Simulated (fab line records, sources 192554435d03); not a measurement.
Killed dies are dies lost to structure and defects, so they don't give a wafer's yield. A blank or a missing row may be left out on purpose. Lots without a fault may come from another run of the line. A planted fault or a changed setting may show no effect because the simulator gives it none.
Chamber matching | flow n5_finfet | N5_BEOL_M3_CO_CAP_55 on cvd_co-02: 3 sister chambers
The step material Co, precursor CCTBA/H2, target thk 2 nm, time 102.1 s. 3 wafers are shown with their chamber, then 8 later ones without.

WAFERS WITH THEIR CHAMBER
wafer  | chamber | heater_power_w (W)
L089.3 | 1       | 275
L093.5 | 2       | 247
L094.2 | 0       | 238

WAFERS WITHOUT THEIR CHAMBER
wafer  | heater_power_w (W)
L094.3 | 274
L094.6 | 275
L095.2 | 272
L095.3 | 250
L095.4 | 249
L097.1 | 242
L097.2 | 250
L097.3 | 268

WHICH CHAMBER EACH WENT THROUGH
wafer  | from the rows above     | in truth
L094.3 | 1                       | 1
L094.6 | 1                       | 1
L095.2 | 1                       | 1
L095.3 | 2                       | 2
L095.4 | 2                       | 2
L097.1 | can't be placed: 0 or 2 | 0
L097.2 | 2                       | 2
L097.3 | 1                       | 1
Placed correctly: 7 of 8. Can't be placed from these rows: 1 (the true chamber is among the candidates in 1). Placed wrongly: 0.
How it was worked out, from the rows above alone: a wafer's distance from a chamber is the root of the sum, over the readings, of the square of ((its reading less the chamber's mean) divided by the reading's scatter). The wafer belongs to the nearest chamber; if the next one is less than 2 further off, it can't be placed. A chamber's mean is the mean of its shown wafers. The scatter: with one shown wafer a chamber, the root of the mean of the squares of how far each hidden wafer lies from its nearest shown one.
